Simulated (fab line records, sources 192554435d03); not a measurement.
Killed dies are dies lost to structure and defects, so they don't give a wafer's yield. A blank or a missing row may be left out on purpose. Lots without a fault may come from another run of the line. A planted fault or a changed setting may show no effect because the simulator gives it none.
Chamber matching | flow n5_finfet | N5_BEOL_M1_ETCH_63 on rie_diel-06: 4 sister chambers
The step etches SiARC in CF4, target depth 15.6 nm, time 26 s. 14 wafers are shown with their chamber, then 7 later ones without.

WAFERS WITH THEIR CHAMBER
wafer  | chamber | throttle_valve_pct (%) | drypump_motor_current_A (A) | showerhead_plenum_p_Torr (Torr)
L075.1 | 0       | 15.92                  | 5.81                        | 2.14
L075.2 | 3       | 15.20                  | 5.89                        | 2.27
L075.3 | 1       | 15.72                  | 5.31                        | 2.12
L077.2 | 3       | 15.20                  | 5.91                        | 2.26
L077.3 | 1       | 15.73                  | 5.29                        | 2.12
L077.5 | 1       | 15.75                  | 5.33                        | 2.12
L082.1 | 1       | 15.75                  | 5.30                        | 2.11
L082.2 | 0       | 15.92                  | 5.77                        | 2.14
L082.6 | 1       | 15.76                  | 5.30                        | 2.11
L083.2 | 0       | 15.93                  | 5.80                        | 2.14
L083.4 | 3       | 15.21                  | 5.92                        | 2.26
L083.6 | 2       | 15.45                  | 5.42                        | 2.22
L085.1 | 3       | 15.24                  | 5.92                        | 2.26
L085.5 | 2       | 15.48                  | 5.43                        | 2.21

SIGNATURES (means of the wafers above)
reading                  | chamber 0 | chamber 1 | chamber 2 | chamber 3 | scatter within a chamber
throttle_valve_pct       | 15.9233   | 15.7420   | 15.4650   | 15.2125   | 0.0163
drypump_motor_current_A  | 5.7933    | 5.3060    | 5.4250    | 5.9100    | 0.0156
showerhead_plenum_p_Torr | 2.1400    | 2.1160    | 2.2150    | 2.2625    | 0.00495
Rule: a wafer's distance from a chamber is the root of the sum, over the readings, of the square of ((its reading less the chamber's mean) divided by the reading's scatter). The wafer belongs to the nearest chamber; if the next one is less than 2 further off, it can't be placed. The scatter: the root of (the sum of the squares of (reading less its chamber's mean) over the shown wafers, divided by (wafers less chambers)).

WAFERS WITHOUT THEIR CHAMBER
wafer  | throttle_valve_pct (%) | drypump_motor_current_A (A) | showerhead_plenum_p_Torr (Torr)
L085.6 | 15.78                  | 5.33                        | 2.11
L095.3 | 15.27                  | 5.87                        | 2.25
L095.5 | 15.28                  | 5.89                        | 2.25
L095.6 | 15.53                  | 5.43                        | 2.21
L097.1 | 15.27                  | 5.90                        | 2.25
L097.2 | 15.51                  | 5.43                        | 2.21
L097.3 | 15.27                  | 5.89                        | 2.25

WHICH CHAMBER EACH WENT THROUGH
wafer  | from the rows above | in truth
L085.6 | 1                   | 1
L095.3 | 3                   | 3
L095.5 | 3                   | 3
L095.6 | 2                   | 2
L097.1 | 3                   | 3
L097.2 | 2                   | 2
L097.3 | 3                   | 3
Placed correctly: 7 of 7. Can't be placed from these rows: 0. Placed wrongly: 0.
